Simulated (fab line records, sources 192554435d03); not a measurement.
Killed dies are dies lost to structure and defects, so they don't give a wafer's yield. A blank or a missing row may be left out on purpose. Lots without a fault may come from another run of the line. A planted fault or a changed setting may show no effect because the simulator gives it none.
fab line records | flow n5_finfet
record lots=10 wafers=30 last_day=18
route steps=1938 shown BEOL_M5@1129 PASSIVATION@1936
lots that met no fault: from a run of the same line without faults
start_h: hours from the record's first day to the start of the lot's first wafer shown | wait_h: hours since the lot's step before | " the same as in the row above | L1.1+2: a row that stands for several wafers | - no value, or no start given | * or withheld: withheld | < > ~ a bound
route shown NAME@n: a module of which the file shows steps, and the number in the route of the first | usual: mean/standard deviation of fault-free wafers | same: alike in all rows | chamber/n: place in a boat | sites: the reading at each site | _std_site: their standard deviation | _edge_site: outer sites' mean less inner sites' | radius_mm: how far each site lies from the wafer's centre | mask NAME#n: copy n | behind: the tool/chamber that last shaped the wafer | hold: why the lot was held/for how many hours/how that ended | device: the transistor (n, p or np) that didn't switch | end of line: the same wafers' tests at the end of the route | a step without rows: its recipe alone | killed: dies lost to structure and defects at the first sort, not the wafer's yield | map: a wafer's dies, x killed, . not, _ none there
set.NAME: the setting as run; set.NAME@STEP: as run at that earlier step | model.NAME: the simulator's own value behind a step, which no gauge read
steps of the route over a sample of lots; a table a step, a row a wafer
services: from which hour (start_h, from the record's first day; less than 0 if before it) a tool's chamber was out of use, for how many hours, and why
## steps
# step N5_BEOL_M5_DESCUM_16
# recipe chemistry=O2 time_s=7 source_power_w=50 bias_power_w=20 pressure_mtorr=20 rf_frequency_hz=2.712e+07 temp_c=40 resist=CAR-EUV o2_flow_sccm=225
# usual drypump_motor_current_A=5.8/0.37 oes_product_au=0.79/0.098 rf_vpp_V=243.1/1 showerhead_plenum_p_Torr=2.08/0.059 throttle_valve_pct=20.46/0.18
# columns lot.wafer tool chamber start_h wait_h drypump_motor_current_A oes_product_au rf_hours_counter_h rf_vpp_V showerhead_plenum_p_Torr throttle_valve_pct
L496.2 rie_diel-04 3 184.99 0.0 6.1 0.91 44 242.5 2.06 20.35
L496.3 " 2 " " 6.0 0.71 221 242.0 2.08 20.37
L496.4 " 1 " " 5.4 0.81 87 240.6 2.03 20.50
L497.2 rie_diel-04 2 192.18 0.4 5.9 0.70 223 242.5 2.08 20.37
L497.4 " 0 " " 5.5 0.71 200 244.0 2.07 20.49
L497.5 " 0 " " 5.5 0.71 - 244.5 2.07 20.50
L498.1 rie_diel-04 1 194.99 0.2 5.4 0.81 90 242.7 2.03 20.50
L498.2 " 2 " " 6.0 0.70 224 244.0 2.08 20.39
L498.6 " 3 " " 6.1 0.89 - 242.4 2.06 20.34
L499.2 rie_diel-03 0 200.17 0.0 5.5 0.72 181 242.1 2.00 20.75
L499.3 " 1 " " 5.2 0.94 9 243.3 2.13 20.36
L499.4 " 2 " " 5.7 0.68 243 243.1 2.06 20.81
L502.1 rie_diel-03 0 219.02 0.2 5.5 0.72 187 241.2 2.00 20.76
L502.3 " 1 " " 5.2 0.92 15 242.8 2.13 20.37
L502.5 " 2 " " 5.7 0.67 - 242.5 2.06 20.81
L503.3 rie_diel-03 0 221.88 0.0 5.5 0.73 187 241.5 2.00 20.76
L503.4 " 2 " " 5.7 0.68 246 242.6 2.06 20.79
L503.5 " 1 " " 5.3 0.92 - 243.3 2.13 20.37
L504.2 rie_diel-04 1 226.38 0.0 5.4 0.80 99 243.3 2.02 20.52
L504.5 " 0 " " 5.5 0.69 - 242.6 2.07 20.50
L504.6 " 1 " " 5.4 0.79 - 242.6 2.02 20.51
L505.1 rie_diel-02 1 228.73 0.0 6.4 0.71 200 242.8 2.08 20.37
L505.3 " 2 " " 6.4 0.85 53 244.8 2.15 20.37
L505.6 " 0 " " 6.3 0.70 - 243.5 2.07 20.39
L514.1 rie_diel-02 3 314.16 0.0 5.5 0.83 68 244.7 2.22 20.39
L514.4 " 2 " " 6.3 0.81 80 243.2 2.14 20.42
L514.5 " 1 " " 6.4 0.70 - 243.5 2.07 20.40
L516.1 rie_diel-02 0 316.24 0.0 6.3 0.68 224 243.3 2.06 20.44
L516.5 " 0 " " 6.3 0.68 - 242.8 2.06 20.42
L516.6 " 1 " " 6.4 0.71 - 243.2 2.07 20.41
# step N5_BEOL_M5_ETCH_61
# recipe chemistry=CF4 target=SiARC target_depth_a=156 mask_material=CAR-EUV time_s=26 ion_energy_ev=80 pressure_mtorr=40 source_w=545 bias_w=36 Ar_flow_sccm=100 cf4_flow_sccm=100 ends=cleared
# usual drypump_motor_current_A=5.8/0.37 etch_rf_on_time_s=26.0/0.45 oes_product_au=0.68/0.08 rf_vpp_V=184.0/0.97 showerhead_plenum_p_Torr=2.13/0.057 throttle_valve_pct=15.63/0.22
# columns lot.wafer tool chamber start_h wait_h drypump_motor_current_A etch_rf_on_time_s oes_product_au rf_hours_counter_h rf_vpp_V showerhead_plenum_p_Torr throttle_valve_pct
L496.2 rie_diel-04 3 185.04 0.0 6.0 25.7 0.77 44 182.7 2.08 15.33
L496.3 " 2 " " 6.0 26.4 0.60 221 185.1 2.13 15.59
L496.4 " 1 " " 5.4 25.4 0.69 87 183.6 2.07 15.64
L497.2 rie_diel-04 2 192.23 0.0 6.0 26.9 0.60 223 184.0 2.13 15.58
L497.4 " 0 " " 5.5 26.3 0.61 200 183.9 2.12 15.69
L497.5 " 0 " " 5.5 25.9 0.61 - 184.6 2.12 15.69
L498.1 rie_diel-04 1 195.04 0.0 5.4 25.2 0.69 90 182.0 2.07 15.64
L498.2 " 2 " " 6.0 26.3 0.60 224 183.7 2.13 15.58
L498.6 " 3 " " 6.0 25.6 0.76 - 182.1 2.08 15.34
L499.2 rie_diel-03 0 200.22 0.0 5.5 25.9 0.63 181 182.1 2.05 15.92
L499.3 " 1 " " 5.2 25.7 0.81 9 185.1 2.19 15.58
L499.4 " 2 " " 5.7 26.7 0.58 243 183.4 2.13 16.10
L502.1 rie_diel-03 0 219.07 0.0 5.5 25.4 0.63 187 184.6 2.05 15.91
L502.3 " 1 " " 5.2 25.6 0.79 15 184.5 2.19 15.57
L502.5 " 2 " " 5.7 26.1 0.59 - 183.9 2.12 16.10
L503.3 rie_diel-03 0 221.93 0.0 5.5 25.8 0.62 187 183.5 2.05 15.93
L503.4 " 2 " " 5.7 26.8 0.57 246 183.7 2.12 16.10
L503.5 " 1 " " 5.2 25.7 0.78 - 183.7 2.19 15.58
L504.2 rie_diel-04 1 226.43 0.0 5.4 25.5 0.68 99 182.7 2.07 15.66
L504.5 " 0 " " 5.5 25.9 0.61 - 184.4 2.12 15.72
L504.6 " 1 " " 5.4 25.8 0.68 - 183.1 2.07 15.67
L505.1 rie_diel-02 1 228.78 0.0 6.4 25.8 0.60 200 184.7 2.13 15.53
L505.3 " 2 " " 6.4 26.1 0.71 53 183.6 2.16 15.33
L505.6 " 0 " " 6.3 25.4 0.61 - 183.4 2.11 15.64
L514.1 rie_diel-02 3 314.21 0.0 5.5 26.2 0.70 68 185.5 2.26 15.48
L514.4 " 2 " " 6.4 26.5 0.68 80 184.9 2.16 15.38
L514.5 " 1 " " 6.4 25.9 0.59 - 183.3 2.12 15.57
L516.1 rie_diel-02 0 316.29 0.0 6.3 25.5 0.60 224 183.1 2.11 15.69
L516.5 " 0 " " 6.3 25.5 0.60 - 184.4 2.11 15.70
L516.6 " 1 " " 6.4 25.6 0.59 - 184.4 2.12 15.58
# step N5_BEOL_M5_ETCH_62
# recipe chemistry=N2/H2 target=SOC target_depth_a=750 overetch_a=150 mask_material=SiARC temp_c=40 time_s=112.5 ion_energy_ev=200 pressure_mtorr=30 source_w=840 bias_w=150 n2_flow_sccm=200 h2_flow_sccm=200
# usual drypump_motor_current_A=5.8/0.37 oes_product_au=0.63/0.074 rf_vpp_V=523.4/2.2 showerhead_plenum_p_Torr=2.52/0.068 throttle_valve_pct=17.83/0.25
# columns lot.wafer tool chamber start_h wait_h drypump_motor_current_A oes_product_au rf_hours_counter_h rf_vpp_V showerhead_plenum_p_Torr throttle_valve_pct
L496.2 rie_diel-04 3 185.07 0.0 6.1 0.70 44 522.1 2.49 17.63
L496.3 " 2 " " 5.9 0.57 221 524.4 2.50 17.67
L496.4 " 1 " " 5.4 0.63 87 521.2 2.46 17.87
L497.2 rie_diel-04 2 192.26 0.0 6.0 0.57 223 524.1 2.50 17.68
L497.4 " 0 " " 5.5 0.57 200 522.7 2.54 18.09
L497.5 " 0 " " 5.5 0.57 - 523.2 2.54 18.11
L498.1 rie_diel-04 1 195.07 0.0 5.4 0.63 90 521.2 2.46 17.87
L498.2 " 2 " " 5.9 0.56 224 523.1 2.50 17.69
L498.6 " 3 " " 6.0 0.70 - 522.5 2.49 17.64
L499.2 rie_diel-03 0 200.25 0.0 5.5 0.58 181 520.3 2.43 18.17
L499.3 " 1 " " 5.2 0.73 10 525.1 2.60 17.69
L499.4 " 2 " " 5.7 0.55 243 523.3 2.50 18.27
L502.1 rie_diel-03 0 219.10 0.0 5.5 0.57 187 520.2 2.43 18.18
L502.3 " 1 " " 5.2 0.72 15 526.4 2.59 17.70
L502.5 " 2 " " 5.7 0.54 - 522.8 2.50 18.29
L503.3 rie_diel-03 0 221.96 0.0 5.5 0.57 187 521.3 2.43 18.18
L503.4 " 2 " " 5.7 0.54 246 522.5 2.50 18.30
L503.5 " 1 " " 5.3 0.72 - 524.1 2.59 17.72
L504.2 rie_diel-04 1 226.46 0.0 5.4 0.62 99 521.2 2.45 17.92
L504.5 " 0 " " 5.5 0.56 - 524.3 2.53 18.11
L504.6 " 1 " " 5.4 0.63 - 522.1 2.45 17.92
L505.1 rie_diel-02 1 228.81 0.0 6.4 0.56 200 524.2 2.52 17.68
L505.3 " 2 " " 6.4 0.67 53 525.9 2.58 17.50
L505.6 " 0 " " 6.3 0.56 - 523.1 2.51 17.76
L514.1 rie_diel-02 3 314.24 0.0 5.5 0.65 68 529.2 2.67 17.62
L514.4 " 2 " " 6.3 0.64 80 524.6 2.56 17.57
L514.5 " 1 " " 6.4 0.55 - 524.1 2.51 17.72
L516.1 rie_diel-02 0 316.32 0.0 6.3 0.55 224 523.3 2.50 17.81
L516.5 " 0 " " 6.3 0.54 - 522.9 2.50 17.82
L516.6 " 1 " " 6.4 0.54 - 522.2 2.51 17.71
# step N5_BEOL_M5_EXPOSE_25
# recipe mask_id=V4 na=0.33 source_shape=quasar sigma_inner=0.2 sigma_outer=0.6 polarization=unpolarized defocus_nm=10 dose_mj=52.75
# usual exposure_dose_mJ_cm2=52.79/0.27
# same sigma_outer=0.6
# columns lot.wafer tool chamber start_h wait_h mask exposure_dose_mJ_cm2
L496.2 euv_scanner-02 0 187.14 - V4#0 52.66
L496.3 " 0 " " V4#0 52.61
L496.4 " 0 " " V4#0 52.58
L497.2 euv_scanner-01 0 193.54 - V4#0 53.23
L497.4 " 0 " " V4#0 53.17
L497.5 " 0 " " V4#0 53.25
L498.1 euv_scanner-02 0 195.88 - V4#0 52.69
L498.2 " 0 " " V4#0 52.65
L498.6 " 0 " " V4#0 52.75
L499.2 euv_scanner-02 0 200.82 - V4#0 52.76
L499.3 " 0 " " V4#0 52.73
L499.4 " 0 " " V4#0 52.61
L502.1 euv_scanner-02 0 219.62 - V4#0 52.63
L502.3 " 0 " " V4#0 52.56
L502.5 " 0 " " V4#0 52.57
L503.3 euv_scanner-02 0 222.52 - V4#0 50.95
L503.4 " 0 " " V4#0 50.88
L503.5 " 0 " " V4#0 50.90
L504.2 euv_scanner-01 0 227.15 - V4#0 53.24
L504.5 " 0 " " V4#0 53.20
L504.6 " 0 " " V4#0 53.11
L505.1 euv_scanner-02 0 229.46 - V4#0 51.27
L505.3 " 0 " " V4#0 51.29
L505.6 " 0 " " V4#0 51.27
L514.1 euv_scanner-01 0 319.74 - V4#0 53.24
L514.4 " 0 " " V4#0 53.19
L514.5 " 0 " " V4#0 53.20
L516.1 euv_scanner-01 0 319.79 - V4#0 53.13
L516.5 " 0 " " V4#0 53.18
L516.6 " 0 " " V4#0 53.15
# step N5_BEOL_M5_CD_MEAS_28
# recipe target_cd_nm=30.6 landing_energy_ev=500 detector=se_inlens target_cd_y_nm=20 polarity=opening
# usual cd_nm=30.62/0.24
# columns lot.wafer tool chamber start_h wait_h cd_nm
L496.2 cd_sem-02 0 187.27 - 30.68
L496.3 " 0 " " 30.75
L496.4 " 0 " " 30.55
L497.2 cd_sem-02 0 193.68 - 30.67
L497.4 " 0 " " 30.57
L497.5 " 0 " " 30.71
L498.1 cd_sem-02 0 196.02 - 30.39
L498.2 " 0 " " 30.32
L498.6 " 0 " " 30.22
L499.2 cd_sem-03 0 200.95 - 30.31
L499.3 " 0 " " 30.67
L499.4 " 0 " " 30.70
L502.1 cd_sem-02 0 219.76 - 30.46
L502.3 " 0 " " 30.52
L502.5 " 0 " " 30.88
L503.3 cd_sem-03 0 222.64 - 29.96
L503.4 " 0 " " 29.45
L503.5 " 0 " " 29.58
L504.2 cd_sem-01 0 227.28 - 30.24
L504.5 " 0 " " 30.62
L504.6 " 0 " " 30.12
L505.1 cd_sem-01 0 229.60 - 30.14
L505.3 " 0 " " 29.91
L505.6 " 0 " " 30.07
L514.1 cd_sem-03 0 319.88 - 31.01
L514.4 " 0 " " 31.27
L514.5 " 0 " " 31.11
L516.1 cd_sem-01 0 319.93 - 29.89
L516.5 " 0 " " 30.74
L516.6 " 0 " " 30.37
# step N5_PASSIVATION_PROBE_49
# usual defect_limited_yield=91.2/1.4 killed_at_M0_to_M3=36/10 killed_at_M4_up=13/5.1 killed_at_contacts=12/5.4 killed_at_front_end=39/11 killed_at_other=3.5/2.4 killed_dies=104/17 killed_open=67/13 killed_short=36/8.3 sort_bin_5_function=5.2/0.98 sort_bin_6_memory=3.3/0.68 sort_n_pass=1076/17 sort_yield_pct=91.2/1.4
# same gross_dies=1180 killed_at_back_side=0 sort_bin_4_leakage[%]=0 sort_bin_8_speed[%]=0
# columns lot.wafer tool chamber start_h wait_h defect_limited_yield[%] killed_at_M0_to_M3 killed_at_M4_up killed_at_contacts killed_at_front_end killed_at_other killed_dies killed_open killed_short sort_bin_5_function[%] sort_bin_6_memory[%] sort_n_pass sort_yield_pct[%]
L496.2 prober-02 - 271.36 0.1 92.0 34 10 21 26 3 94 58 35 4.3 3.5 1086 92.0
L496.3 prober-02 - 271.41 0.1 91.8 41 8 8 40 0 97 65 31 5.0 2.9 1083 91.8
L496.4 prober-02 - 271.46 0.2 92.1 27 17 17 27 5 93 66 25 5.4 2.2 1087 92.1
L498.1 prober-02 - 275.24 0.0 92.1 29 15 12 35 2 93 58 35 5.3 2.2 1087 92.1
L498.2 prober-02 - 275.29 0.1 93.3 10 7 20 39 3 79 50 29 4.0 2.3 1101 93.3
L498.6 prober-02 - 275.49 0.3 94.0 20 6 16 26 3 71 46 25 3.3 2.3 1109 94.0
L497.2 prober-01 - 278.46 0.1 90.4 41 10 21 41 0 113 71 41 4.7 4.2 1067 90.4
L497.4 prober-01 - 278.56 0.2 91.4 30 9 19 41 3 102 55 47 5.8 2.9 1078 91.4
L497.5 prober-01 - 278.61 0.2 89.2 51 9 14 48 5 127 85 42 5.8 4.6 1053 89.2
L499.2 prober-02 - 280.22 0.1 94.0 28 11 8 21 3 71 40 29 3.8 1.7 1109 94.0
L499.3 prober-02 - 280.27 0.1 91.9 19 12 13 52 0 96 54 39 4.5 3.3 1084 91.9
L499.4 prober-02 - 280.32 0.2 91.9 33 5 6 48 3 95 56 33 4.7 2.6 1085 91.9
L502.1 prober-01 - 303.72 0.0 89.7 52 9 12 41 8 122 58 64 5.8 4.0 1058 89.7
L502.3 prober-01 - 303.82 0.1 89.0 54 13 5 51 7 130 89 41 7.0 3.7 1050 89.0
L502.5 prober-01 - 303.92 0.2 90.2 57 11 12 33 3 116 65 51 5.7 3.6 1064 90.2
L503.3 prober-01 - 305.31 0.1 91.9 13 21 6 52 4 96 55 30 5.0 2.9 1084 91.9
L503.4 prober-01 - 305.36 0.2 90.5 21 16 15 56 4 112 59 43 5.2 3.6 1068 90.5
L503.5 prober-01 - 305.41 0.2 88.3 32 39 16 46 5 138 82 40 6.9 4.0 1042 88.3
L505.1 prober-01 - 319.60 0.0 89.1 43 23 24 39 0 129 75 48 5.9 4.6 1051 89.1
L505.3 prober-01 - 319.70 0.1 89.9 55 16 13 25 10 119 68 45 5.7 3.8 1061 89.9
L505.6 prober-01 - 319.85 0.3 89.9 44 26 13 29 7 119 67 42 5.8 3.9 1061 89.9
L516.1 prober-02 - 438.66 0.0 91.2 31 20 9 42 2 104 70 33 5.3 3.6 1076 91.2
L516.5 prober-02 - 438.86 0.2 93.2 19 13 12 29 7 80 48 31 3.6 2.5 1100 93.2
L516.6 prober-02 - 438.91 0.3 89.9 24 11 16 63 5 119 87 32 5.9 4.0 1061 89.9
# killed by level:class
L496.2 MOL_CONTACT_COAG:geometric_particle:open=15 BEOL_M3:geometric_particle:open=7 BEOL_M1:geometric_particle:short=7 BEOL_M1:geometric_particle:open=6 FIN_SAQP:geometric_particle:open=5 MOL_CONTACT_COAG:geometric_particle:short=5 BEOL_M2:geometric_particle:open=5 FIN_SAQP:geometric_particle:short=4
L496.3 BEOL_M3:geometric_particle:open=11 MOL_CONTACT_COAG:geometric_particle:open=8 BEOL_M2:geometric_particle:open=8 BEOL_M1:geometric_particle:open=6 ILD0:geometric_particle:open=5 GATE_CUT:geometric_particle:open=5 BEOL_M3:geometric_particle:short=5 BEOL_M4:geometric_particle:open=5
L496.4 BEOL_M4:geometric_particle:open=14 MOL_CONTACT_COAG:geometric_particle:open=13 BEOL_M3:geometric_particle:open=10 BEOL_M0_SAQP:geometric_particle:open=7 FIN_SAQP:geometric_particle:short=6 FIN_SAQP:geometric_particle:open=4 STI_FIN_REVEAL:geometric_particle:open=4 GATE_CUT:geometric_particle:short=4
L498.1 BEOL_M4:geometric_particle:open=12 MOL_CONTACT_COAG:geometric_particle:open=11 FIN_SAQP:geometric_particle:short=10 BEOL_M0_SAQP:geometric_particle:open=6 BEOL_M1:geometric_particle:open=6 ILD0:geometric_particle:short=5 BEOL_M0_SAQP:geometric_particle:short=5 STI_FIN_REVEAL:geometric_particle:open=4
L498.2 MOL_CONTACT_COAG:geometric_particle:open=16 DUMMY_GATE:geometric_particle:open=8 FIN_SAQP:geometric_particle:short=6 GATE_CUT:geometric_particle:short=5 FIN_SAQP:geometric_particle:open=4 STI_FIN_REVEAL:geometric_particle:open=4 MOL_CONTACT_COAG:geometric_particle:short=4 BEOL_M5:geometric_particle:open=4
L498.6 MOL_CONTACT_COAG:geometric_particle:open=14 FIN_SAQP:geometric_particle:open=6 BEOL_M0_SAQP:geometric_particle:short=6 STI_FIN_REVEAL:geometric_particle:open=5 BEOL_M3:geometric_particle:open=5 FIN_SAQP:geometric_particle:short=4 BEOL_M0_SAQP:geometric_particle:open=4 BEOL_M7:geometric_particle:open=3
L497.2 MOL_CONTACT_COAG:geometric_particle:open=18 FIN_SAQP:geometric_particle:short=13 BEOL_M2:geometric_particle:open=12 BEOL_M0_SAQP:geometric_particle:short=9 FIN_SAQP:geometric_particle:open=8 BEOL_M0_SAQP:geometric_particle:open=8 GATE_CUT:geometric_particle:short=5 DUMMY_GATE:geometric_particle:open=4
L497.4 MOL_CONTACT_COAG:geometric_particle:open=16 FIN_SAQP:geometric_particle:short=9 BEOL_M0_SAQP:geometric_particle:short=7 FIN_SAQP:geometric_particle:open=5 BEOL_M0_SAQP:geometric_particle:open=5 BEOL_M3:geometric_particle:short=5 GATE_CUT:geometric_particle:short=4 BEOL_M2:geometric_particle:open=4
L497.5 BEOL_M0_SAQP:geometric_particle:open=16 BEOL_M0_SAQP:geometric_particle:short=11 FIN_SAQP:geometric_particle:open=10 MOL_CONTACT_COAG:geometric_particle:open=10 BEOL_M3:geometric_particle:open=8 BEOL_M2:geometric_particle:open=7 FIN_SAQP:geometric_particle:short=6 STI_FIN_REVEAL:geometric_particle:open=6
L499.2 BEOL_M0_SAQP:geometric_particle:short=8 BEOL_M2:geometric_particle:open=8 MOL_CONTACT_COAG:geometric_particle:open=7 BEOL_M0_SAQP:geometric_particle:open=4 BEOL_M3:geometric_particle:open=4 FIN_SAQP:geometric_particle:short=3 FIN_CUT:geometric_particle:short=3 BEOL_M4:geometric_particle:open=3
L499.3 STI_FIN_REVEAL:geometric_particle:open=9 MOL_CONTACT_COAG:geometric_particle:open=9 FIN_SAQP:geometric_particle:open=7 FIN_SAQP:geometric_particle:short=7 BEOL_M0_SAQP:geometric_particle:open=5 BEOL_M0_SAQP:geometric_particle:short=5 DUMMY_GATE:geometric_particle:open=4 GATE_CUT:geometric_particle:short=4
L499.4 FIN_SAQP:geometric_particle:open=12 STI_FIN_REVEAL:geometric_particle:open=8 BEOL_M0_SAQP:geometric_particle:short=8 BEOL_M0_SAQP:geometric_particle:open=8 BEOL_M3:geometric_particle:open=7 FIN_SAQP:geometric_particle:short=6 MOL_CONTACT_COAG:geometric_particle:open=5 BEOL_M2:geometric_particle:open=5
L502.1 BEOL_M0_SAQP:geometric_particle:short=23 FIN_SAQP:geometric_particle:short=9 MOL_CONTACT_COAG:geometric_particle:open=9 BEOL_M0_SAQP:geometric_particle:open=8 FIN_SAQP:geometric_particle:open=6 STI_FIN_REVEAL:geometric_particle:open=6 BEOL_M4:geometric_particle:open=6 GATE_CUT:geometric_particle:short=5
L502.3 FIN_SAQP:geometric_particle:open=20 BEOL_M3:geometric_particle:open=13 BEOL_M0_SAQP:geometric_particle:open=12 BEOL_M0_SAQP:geometric_particle:short=9 FIN_SAQP:geometric_particle:short=8 BEOL_M1:geometric_particle:open=7 BEOL_M2:geometric_particle:open=5 BEOL_M3:geometric_particle:short=5
L502.5 BEOL_M0_SAQP:geometric_particle:open=18 BEOL_M0_SAQP:geometric_particle:short=18 MOL_CONTACT_COAG:geometric_particle:open=8 FIN_SAQP:geometric_particle:short=7 BEOL_M2:geometric_particle:open=7 BEOL_M1:geometric_particle:open=6 STARTING-WAFER:geometric_particle:short=6 FIN_SAQP:geometric_particle:open=4
L503.3 FIN_SAQP:geometric_particle:open=19 FIN_SAQP:geometric_particle:short=13 BEOL_M5:area_expose=9 BEOL_M4:geometric_particle:open=7 DUMMY_GATE:geometric_particle:open=6 MOL_CONTACT_COAG:geometric_particle:open=6 DUMMY_GATE:geometric_particle:short=4 BEOL_M3:geometric_particle:open=4
L503.4 FIN_SAQP:geometric_particle:short=11 FIN_SAQP:geometric_particle:open=9 BEOL_M5:area_expose=9 ILD0:geometric_particle:short=8 MOL_CONTACT_COAG:geometric_particle:open=8 BEOL_M1:geometric_particle:open=8 MOL_CONTACT_COAG:geometric_particle:short=7 ILD0:geometric_particle:open=6
L503.5 FIN_SAQP:geometric_particle:open=17 BEOL_M5:area_expose=15 FIN_SAQP:geometric_particle:short=12 MOL_CONTACT_COAG:geometric_particle:open=12 BEOL_M4:geometric_particle:open=11 BEOL_M0_SAQP:geometric_particle:open=6 BEOL_M3:geometric_particle:open=6 BEOL_M0_SAQP:geometric_particle:short=5
L505.1 MOL_CONTACT_COAG:geometric_particle:open=21 BEOL_M0_SAQP:geometric_particle:open=19 BEOL_M0_SAQP:geometric_particle:short=13 FIN_SAQP:geometric_particle:short=12 BEOL_M4:geometric_particle:open=7 BEOL_M5:area_expose=6 STARTING-WAFER:geometric_particle:short=5 STI_FIN_REVEAL:geometric_particle:open=4
L505.3 BEOL_M0_SAQP:geometric_particle:short=25 BEOL_M0_SAQP:geometric_particle:open=23 MOL_CONTACT_COAG:geometric_particle:open=11 FIN_SAQP:geometric_particle:short=6 PAD_METAL:geometric_particle:open=6 BEOL_M5:area_expose=6 FIN_SAQP:geometric_particle:open=4 STI_FIN_REVEAL:geometric_particle:open=4
L505.6 BEOL_M0_SAQP:geometric_particle:open=12 MOL_CONTACT_COAG:geometric_particle:open=10 BEOL_M0_SAQP:geometric_particle:short=10 BEOL_M5:area_expose=8 FIN_SAQP:geometric_particle:short=7 STI_FIN_REVEAL:geometric_particle:open=7 DUMMY_GATE:geometric_particle:open=5 BEOL_M1:geometric_particle:short=5
L516.1 STI_FIN_REVEAL:geometric_particle:open=10 FIN_SAQP:geometric_particle:open=9 FIN_SAQP:geometric_particle:short=8 BEOL_M4:geometric_particle:open=8 MOL_CONTACT_COAG:geometric_particle:open=7 BEOL_M2:geometric_particle:open=7 BEOL_M0_SAQP:geometric_particle:open=5 BEOL_M0:geometric_particle:open=4
L516.5 STI_FIN_REVEAL:geometric_particle:open=10 MOL_CONTACT_COAG:geometric_particle:open=10 BEOL_M0_SAQP:geometric_particle:short=6 FIN_SAQP:geometric_particle:open=5 BEOL_M4:geometric_particle:open=5 PAD_METAL:geometric_particle:short=5 DUMMY_GATE:geometric_particle:open=3 BEOL_M0_SAQP:geometric_particle:open=3
L516.6 STI_FIN_REVEAL:geometric_particle:open=41 MOL_CONTACT_COAG:geometric_particle:open=13 BEOL_M4:geometric_particle:open=9 STI_FIN_REVEAL:geometric_particle:short=8 BEOL_M0_SAQP:geometric_particle:open=6 BEOL_M0_SAQP:geometric_particle:short=6 BEOL_M2:geometric_particle:open=4 MIM_TOP:geometric_particle:short=4
## services
# columns tool chamber start_h hours kind
euv_scanner-02 - 162.91 1.0 repair
rie_diel-04 - 165.30 1.5 repair
euv_scanner-01 - 177.65 1.0 pm
rie_diel-03 3 185.10 - clean
euv_scanner-02 - 190.69 1.0 pm
euv_scanner-01 - 193.78 17.4 repair
rie_diel-03 3 204.86 4.9 repair
rie_diel-03 2 206.36 7.5 repair
euv_scanner-02 - 208.74 4.9 repair
euv_scanner-01 - 219.39 4.6 pm
euv_scanner-02 - 233.57 4.6 pm
euv_scanner-01 - 238.17 1.0 pm
euv_scanner-02 - 246.84 1.0 pm
euv_scanner-02 - 271.73 0.3 repair
rie_diel-04 2 276.93 - clean
rie_diel-04 2 276.93 - consumable_replace:focus_ring
rie_diel-04 2 276.93 23.6 scheduled_down
rie_diel-04 2 276.93 23.6 vent_cycle
euv_scanner-01 - 289.95 1.0 pm
rie_diel-04 - 291.47 14.6 pm
rie_diel-03 1 298.37 98.2 repair
euv_scanner-01 - 299.77 5.8 pm
euv_scanner-02 - 305.55 1.0 pm
euv_scanner-02 - 317.18 0.4 repair
## key
first_sign step=N5_BEOL_M5_EXPOSE_25 reading=exposure_dose_mJ_cm2 direction=down sigmas=6.4 usual=52.79 struck=51.10
effect step=N5_BEOL_M5_CD_MEAS_28 reading=cd_nm direction=down sigmas=3.2 usual=30.62 struck=29.85 through=control_loop
effect step=N5_PASSIVATION_PROBE_49 reading=killed_at_M4_up direction=up sigmas=2 usual=13 struck=24 wafers_moved=1
met_at N5_BEOL_M5_EXPOSE_25
struck_lots L503,L505
loop_trim step=N5_BEOL_M5_EXPOSE_25 setting=dose lots=L505
not_acting_at N5_BEOL_M5_DESCUM_16,N5_BEOL_M5_ETCH_61,N5_BEOL_M5_ETCH_62
onset_between 219.62 222.52
fault kind=process_parameter_drift tool=euv_scanner-02 chamber=- onset_h=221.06 steps=N5_BEOL_M5_EXPOSE_25 channel=dose_mj offset=-1.703 shape=step acts_in=these_recipes_only stated=52.75
# loop_trim: a control loop set the setting to another value than it would have without faults
